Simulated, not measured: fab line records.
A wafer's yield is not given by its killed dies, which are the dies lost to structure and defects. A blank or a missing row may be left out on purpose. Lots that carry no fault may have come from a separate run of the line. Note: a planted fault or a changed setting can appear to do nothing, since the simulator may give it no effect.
fab line records | flow nand-harc
[record] lots = 6 wafers = 18 last-day = 24
route steps=1159 shown P_GATE@136
lots untouched by any fault: they come from a run of this same line in which no faults occurred
start-h: hours from the record's opening day to when the first of the lot's shown wafers began | wait-h: hours elapsed since this lot's preceding step | " the same as in the row above | L1.1+2: a single row standing in for several wafers | - no value present, or no start provided | * or withheld: withheld | < > ~ a bound
route shown NAME@n: names a module that has steps shown in the file, with the first one's number in the route | usual: average and standard deviation across the fault-free wafers | same: alike in all rows | chamber/n: place in a boat | sites: readings site by site | _std_site: how widely they spread, as a standard deviation | _edge_site: outer sites' mean less inner sites' | radius-mm: how far each site lies from the wafer's centre | mask NAME#n: copy n | behind: the last tool/chamber to shape the wafer | hold: what put the lot on hold/how long, in hours/how the hold closed | device: names the non-switching transistor (n, p or np) | end of line: tests of these same wafers at the route's end | step lacking rows: just its recipe | killed: at the first sort, the dies lost to defects and structure; wafer yield is something else | map: shows each die of a wafer: x if killed, . if not, _ if none is there
set.NAME: setting as actually run; set.NAME@STEP: the setting as run at that earlier step | model.NAME: the simulator's own value behind a step, which no gauge read
lots at selected steps of the route; one table per step, one row per wafer
services: when a tool's chamber went out of use (start-h, in hours from the record's first day, below 0 if earlier), for how many hours, and the reason
[[steps]]
[step NHARC_P_GATE_SOFTBAKE_21]
[recipe] temp-c = 105 time-s = 55
[step NHARC_P_GATE_EBR_22]
[step NHARC_P_GATE_EXPOSE_23]
[recipe] na = 1.35 target-cd-nm = 120 dose-mj = 93.91 mask-id = P_GATE
[step NHARC_P_GATE_PEB_24]
[recipe] peb-temp-c = 100 peb-time-s = 65
[step NHARC_P_GATE_DEVELOP_25]
[recipe] develop-time-s = 35 dev-temp-c = 23
[step NHARC_P_GATE_CD_MEAS_26]
[recipe] target-cd-nm = 120 landing-energy-ev = 500
[usual] cd-nm = 120.1/0.61
// columns lot.wafer tool chamber start-h wait-h cd-nm
L744.3 cd-sem-03 0 94.40 - 119.7
L744.5 " 0 " " 119.4
L744.6 " 0 " " 120.2
L748.2 cd-sem-02 0 116.27 - 119.8
L748.3 " 0 " " 121.1
L748.6 " 0 " " 120.6
L755.1 cd-sem-02 0 164.62 - 119.4
L755.5 " 0 " " 120.0
L755.6 " 0 " " 120.5
L756.4 cd-sem-02 0 165.40 - 120.1
L756.5 " 0 " " 120.7
L756.6 " 0 " " 120.3
L757.1 cd-sem-01 0 183.47 - 121.3
L757.4 " 0 " " 120.0
L757.5 " 0 " " 120.5
L763.2 cd-sem-01 0 211.62 - 119.9
L763.3 " 0 " " 120.3
L763.5 " 0 " " 120.6
[step NHARC_P_GATE_OVL_MEAS_27]
[usual] overlay-x-nm = 0.2/0.89 overlay-y-nm = 0.2/0.76
// columns lot.wafer tool chamber start-h wait-h overlay-x-nm overlay-y-nm
L744.3 overlay-01 - 94.48 - -0.9 -0.4
L744.5 " - " " -0.2 -0.3
L744.6 " - " " -1.2 0.0
L748.2 overlay-02 - 116.35 - 0.4 1.6
L748.3 " - " " -0.2 1.3
L748.6 " - " " 0.3 1.0
L755.1 overlay-02 - 164.70 - -0.5 1.0
L755.5 " - " " -1.0 1.1
L755.6 " - " " -1.8 0.8
L756.4 overlay-01 - 165.48 - -0.3 -0.7
L756.5 " - " " -0.3 -0.5
L756.6 " - " " -0.2 -0.3
L757.1 overlay-01 - 183.56 - 1.2 -0.1
L757.4 " - " " 0.8 -0.3
L757.5 " - " " 1.3 -0.5
L763.2 overlay-02 - 211.71 - -0.6 0.0
L763.3 " - " " -0.9 -0.2
L763.5 " - " " -0.2 -0.1
[step NHARC_P_GATE_INSPECT_28]
[usual] raw-defect-count = 6/3.4
// columns lot.wafer tool chamber start-h wait-h raw-defect-count
L744.3 defect-inspect-01 - 94.52 0.0 4
L744.5 " - " " 5
L744.6 " - " " 9
L748.2 defect-inspect-02 - 116.39 0.0 3
L748.3 " - " " 9
L748.6 " - " " 4
L755.1 defect-inspect-01 - 164.74 0.0 6
L755.5 " - " " 6
L755.6 " - " " 8
L756.4 defect-inspect-02 - 165.54 0.1 3
L756.5 " - " " 3
L756.6 " - " " 3
L757.1 defect-inspect-01 - 183.59 0.0 5
L757.4 " - " " 3
L757.5 " - " " 6
L763.2 defect-inspect-01 - 211.74 0.0 7
L763.3 " - " " 5
L763.5 " - " " 7
[step NHARC_P_GATE_DESCUM_31]
[recipe] time-s = 3 o2-flow-sccm = 200 ar-flow-sccm = 0 bias-power-w = 0 chemistry = O2
[usual] drypump-motor-current-A = 5.7/0.46 oes-product-au = 0.994/0.01 rf-vpp-V = 57.9/0.89 showerhead-plenum-p-Torr = 1.93/0.087 throttle-valve-pct = 11.311/0.0097
// columns lot.wafer tool chamber start-h wait-h drypump-motor-current-A oes-product-au rf-hours-counter-h rf-vpp-V showerhead-plenum-p-Torr throttle-valve-pct
L744.3 rie-diel-07 3 94.58 0.1 6.8 0.997 5 58.7 2.02 11.312
L744.6 " 3 " " 6.8 0.994 - 58.1 2.02 11.300
L744.5 " 0 " " 5.7 0.981 - 56.7 1.82 11.292
L748.3 rie-diel-01 3 116.46 0.1 5.1 0.984 48 58.6 1.98 11.296
L748.2 " 0 " " 6.0 1.003 48 56.3 1.77 11.307
L748.6 " 3 " " 5.1 1.000 - 56.9 1.98 11.324
L755.1 rie-diel-08 1 164.81 0.1 5.2 1.011 13 57.5 1.88 11.314
L755.5 " 0 " " 5.5 0.990 - 57.1 1.97 11.306
L755.6 " 3 " " 6.0 1.002 - 57.8 1.99 11.316
L756.4 rie-diel-07 3 165.61 0.1 6.8 0.993 19 58.6 2.02 11.324
L756.6 " 1 " " 5.4 0.983 - 58.7 2.04 11.310
L756.5 " 2 " " 5.5 1.007 - 58.6 1.86 11.292
L757.1 rie-diel-07 3 183.68 0.1 6.8 0.990 23 56.7 2.02 11.325
L757.4 " 0 " " 5.7 0.974 26 59.3 1.81 11.325
L757.5 " 2 " " 5.5 1.000 - 57.6 1.86 11.294
L763.3 rie-diel-08 1 211.82 0.1 5.2 1.005 33 57.7 1.88 11.321
L763.2 " 2 " " 5.6 1.017 30 58.2 1.77 11.310
L763.5 " 3 " " 6.0 0.996 - 58.9 1.98 11.318
[step NHARC_P_GATE_ETCH_104]
[recipe] target-depth-a = 600 time-s = withheld cf4-flow-sccm = 100 chf3-flow-sccm = 30 ar-flow-sccm = 0 rf-w = 500 bias-w = 200 chemistry = CF4/CHF3
[usual] drypump-motor-current-A = 5.7/0.46 oes-product-au = 0.939/0.024 rf-vpp-V = 371.1/2.4 showerhead-plenum-p-Torr = 1.59/0.066 throttle-valve-pct = 16.801/0.0089
// columns lot.wafer tool chamber start-h wait-h drypump-motor-current-A oes-product-au rf-vpp-V showerhead-plenum-p-Torr throttle-valve-pct
L744.3 rie-diel-07 1 94.68 0.1 5.4 0.963 374.1 1.67 16.797
L744.5 " 2 " " 5.5 0.980 368.9 1.54 16.804
L744.6 " 3 " " 6.8 0.960 375.1 1.66 16.815
L748.3 rie-diel-01 0 116.54 0.1 6.0 0.975 367.6 1.46 16.796
L748.2 " 2 " " 5.5 0.959 370.2 1.57 16.812
L748.6 " 0 " " 6.0 0.975 366.5 1.46 16.789
L755.1 rie-diel-08 0 164.91 0.1 5.6 0.922 372.9 1.62 16.770
L755.6 " 3 " " 6.0 0.928 373.0 1.63 16.791
L755.5 " 0 " " 5.6 0.926 370.7 1.62 16.797
L756.4 rie-diel-07 1 165.68 0.1 5.4 0.916 375.8 1.67 16.792
L756.5 " 0 " " 5.7 0.924 368.9 1.50 16.793
L756.6 " 1 " " 5.4 0.920 373.5 1.67 16.802
L757.4 rie-diel-07 3 183.97 0.3 6.8 0.925 371.7 1.65 16.804
L757.1 " 1 " " 5.4 0.916 373.7 1.67 16.791
L757.5 " 2 " " 5.5 0.927 369.3 1.53 16.812
L763.3 rie-diel-08 1 211.89 0.1 5.2 0.976 369.7 1.55 16.798
L763.2 " 3 " " 6.0 0.964 373.3 1.63 16.796
L763.5 " 0 " " 5.5 0.945 371.9 1.61 16.797
[step NHARC_P_GATE_HM_OPEN_105]
[recipe] target-depth-a = 3600 o2-flow-sccm = 400 cos-flow-sccm = 20 ar-flow-sccm = 0 rf-w = 500 bias-w = 300 chemistry = O2/COS
[usual] cos-flow-sccm = 20.01/0.053 drypump-motor-current-A = 5.7/0.46 oes-product-au = 0.996/0.01 rf-vpp-V = 467.7/2.8 showerhead-plenum-p-Torr = 3.15/0.13 throttle-valve-pct = 28.331/0.01
// columns lot.wafer tool chamber start-h wait-h cos-flow-sccm drypump-motor-current-A oes-product-au rf-hours-counter-h rf-vpp-V showerhead-plenum-p-Torr throttle-valve-pct
L744.3 rie-diel-07 1 - - 20.02 5.3 0.990 6 472.5 3.32 28.335
L744.5 " 1 " " 20.05 5.4 0.980 - 471.3 3.32 28.320
L744.6 " 2 " " 20.03 5.5 0.992 - 466.7 3.04 28.340
L748.3 rie-diel-01 2 - - 19.94 5.5 0.988 44 467.7 3.11 28.326
L748.2 " 3 " " 20.01 5.0 0.993 48 469.8 3.22 28.331
L748.6 " 2 " " 20.03 5.6 0.996 - 468.3 3.12 28.321
L755.1 rie-diel-08 0 - - 20.04 5.6 0.990 15 469.9 3.21 28.347
L755.6 " 0 " " 20.01 5.6 0.990 - 469.2 3.21 28.337
L755.5 " 1 " " 19.96 5.2 1.010 - 467.3 3.08 28.337
L756.4 rie-diel-07 1 - - 19.98 5.4 0.993 23 470.9 3.31 28.321
L756.5 " 2 " " 20.08 5.5 0.998 - 467.3 3.04 28.332
L756.6 " 3 " " 19.98 6.8 0.979 - 471.3 3.28 28.328
L757.4 rie-diel-07 3 - - 19.94 6.8 0.998 23 470.2 3.28 28.325
L757.1 " 2 " " 20.10 5.5 1.009 25 466.0 3.04 28.322
L757.5 " 3 " " 20.06 6.8 1.000 - 470.3 3.28 28.330
L763.3 rie-diel-08 3 - - 20.06 6.0 0.996 34 469.1 3.23 28.344
L763.2 " 2 " " 19.95 5.6 1.011 30 461.9 2.91 28.329
L763.5 " 3 " " 19.89 6.0 0.999 - 469.5 3.23 28.324
[step NHARC_P_GATE_STRIP_106]
[recipe] o2-flow-sccm = 400 cos-flow-sccm = 20 ar-flow-sccm = 0 bias-w = 0 chemistry = O2/COS
[step NHARC_P_GATE_ETCH_114]
[recipe] target-depth-a = 300 overetch-a = 30 time-s = 16.5 ion-energy-ev = 100 cf4-flow-sccm = 80 o2-flow-sccm = 20 ar-flow-sccm = 0 rf-w = 300 bias-w = 100 chemistry = CF4/O2
[usual] drypump-motor-current-A = 5.7/0.46 oes_f_703_au = 1.000/0.0044 oes-product-au = 0.996/0.01 rf-vpp-V = 198.0/1.4 run-length-s = 37.8/0.38 showerhead-plenum-p-Torr = 1.35/0.058 throttle-valve-pct = 13.397/0.0089
// columns lot.wafer tool chamber start-h wait-h drypump-motor-current-A oes_f_703_au oes-product-au rf-hours-counter-h rf-vpp-V run-length-s showerhead-plenum-p-Torr throttle-valve-pct
L744.3 rie-diel-07 2 94 - 5.5 0.997 0.997 6 195.7 37.3 1.30 13.405
L744.5 " 2 " " 5.5 0.995 0.996 - 197.5 37.4 1.30 13.390
L744.6 " 3 " " 6.8 0.995 0.989 - 198.8 38.3 1.41 13.392
L748.2 rie-diel-01 3 116 - 5.0 1.001 0.987 48 198.8 38.2 1.38 13.400
L748.3 " 0 " " 6.0 1.002 1.011 48 195.7 38.1 1.24 13.399
L748.6 " 3 " " 5.0 0.998 0.993 - 197.5 38.1 1.38 13.412
L755.1 rie-diel-08 3 165 - 6.0 1.003 1.005 15 198.8 37.7 1.39 13.391
L755.6 " 3 " " 6.0 1.001 0.996 - 198.4 37.5 1.39 13.399
L755.5 " 1 " " 5.2 1.001 0.993 - 197.6 37.2 1.32 13.374
L756.4 rie-diel-07 2 165 - 5.5 1.002 1.001 21 197.7 35.6 1.30 13.398
L756.6 " 1 " " 5.4 1.000 0.983 - 200.6 35.6 1.42 13.400
L756.5 " 2 " " 5.5 0.998 1.003 - 197.4 35.1 1.30 13.376
L757.1 rie-diel-07 3 184 - 6.8 1.007 0.997 23 198.9 35.6 1.41 13.395
L757.4 " 1 " " 5.4 0.992 0.984 26 199.2 35.5 1.42 13.407
L757.5 " 3 " " 6.8 1.008 0.991 - 198.9 35.8 1.41 13.392
L763.2 rie-diel-08 2 212 - 5.7 1.003 1.000 30 195.5 38.1 1.24 13.385
L763.3 " 3 " " 6.0 1.003 0.988 34 197.3 38.1 1.38 13.401
L763.5 " 0 " " 5.5 0.992 0.978 - 198.2 38.3 1.37 13.398
[step NHARC_P_GATE_ETCH_32]
[recipe] target-depth-a = 1500 over-etch-frac = 1 over-etch-ion-energy-ev = 40 time-s = 100.1 hbr-flow-sccm = 150 cl2-flow-sccm = 50 rf-w = 400 icp-w = 400 bias-w = 100 chemistry = HBr/Cl2
[usual] drypump-motor-current-A = 5.7/0.42 oes-product-au = 0.998/0.01 throttle-valve-pct = 26.405/0.01
// columns lot.wafer tool chamber start-h wait-h drypump-motor-current-A oes-product-au rf-hours-counter-h throttle-valve-pct
L744.3 rie-si-04 2 95.04 - 6.5 0.985 1.3 26.415
L744.5 " 2 " " 6.5 0.989 - 26.420
L744.6 " 3 " " 5.3 0.986 - 26.401
L748.2 rie-si-04 2 117.03 - 6.5 0.995 0.1 26.383
L748.3 " 0 " " 5.5 1.006 0.1 26.413
L748.6 " 2 " " 6.5 0.987 - 26.416
L755.1 rie-si-02 2 165.37 - 6.1 0.993 1.0 26.405
L755.5 " 3 " " 5.9 0.989 - 26.396
L755.6 " 0 " " 5.7 0.979 - 26.386
L756.4 rie-si-04 3 166.10 - 5.2 0.988 0.4 26.409
L756.6 " 0 " " 5.5 0.993 - 26.410
L756.5 " 1 " " 5.8 0.993 - 26.413
L757.4 rie-si-02 2 184.35 - 6.1 0.994 1.2 26.412
L757.1 " 0 " " 5.7 0.984 1.3 26.411
L757.5 " 2 " " 6.1 0.995 - 26.400
L763.3 rie-si-05 1 212.27 - 5.5 0.971 1.4 26.385
L763.2 " 3 " " 5.8 0.984 1.3 26.396
L763.5 " 2 " " 6.1 0.985 - 26.400
[[services]]
// columns tool chamber start-h hours kind
rie-si-04 3 71.94 13.6 repair
rie-diel-07 0 84.70 - clean
rie-diel-07 1 84.70 - clean
rie-diel-07 2 84.70 - clean
rie-diel-07 3 84.70 - clean
rie-si-04 - 99.00 9.0 pm
rie-si-05 - 99.60 0.3 repair
rie-diel-08 2 107.24 12.5 repair
rie-diel-07 0 109.35 - clean
rie-diel-07 1 109.35 - clean
rie-diel-07 2 109.35 - clean
rie-diel-07 3 109.35 - clean
rie-diel-07 3 123.18 6.4 repair
rie-diel-08 - 124.80 9.0 pm
rie-diel-01 2 129.59 5.5 repair
rie-diel-07 0 133.85 - clean
rie-diel-07 1 133.85 - clean
rie-si-02 0 135.37 3.4 repair
rie-diel-01 - 138.37 9.0 pm
rie-diel-01 0 161.94 4.9 repair
rie-diel-08 2 164.66 7.4 repair
rie-diel-01 - 205.01 0.6 repair
rie-si-02 - 211.00 9.0 pm
rie-si-04 - 211.48 2.5 repair
[[key]]
[first-sign] step = NHARC_P_GATE_ETCH_114 reading = run-length-s direction = down sigmas = 5.9 usual = * struck = *
effect none on later readings
met-at NHARC_P_GATE_ETCH_114
struck-wafers L756.4,L756.5,L756.6,L757.1,L757.4,L757.5
later-rows-left-out L756.4,L756.5,L756.6,L757.1,L757.4,L757.5
sort-left-out L756.4,L756.5,L756.6,L757.1,L757.4,L757.5
tester-left-out L756,L757
onset-between 94 165
[fault] kind = process-parameter-drift tool = rie-diel-07 chamber = - onset-h = 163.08 steps = NHARC_P_GATE_ETCH_114 channel = time-s offset = * shape = step end-h = 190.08 acts-in = * stated = *
// tester-left-out: of these lots the tester's yield and bins aren't shown, on N5 and GAA mostly nor the transistor test; their killed dies are dies lost to structure and defects alone, not to doping, threshold or leakage, so they don't give the yield
// sort-left-out: the simulated sort isn't trusted on such a fault, so these wafers' sort isn't shown, and their yield isn't known
// later-rows-left-out: the simulator's readings of these wafers behind a module that went badly wrong aren't trusted and aren't shown, but for the sort
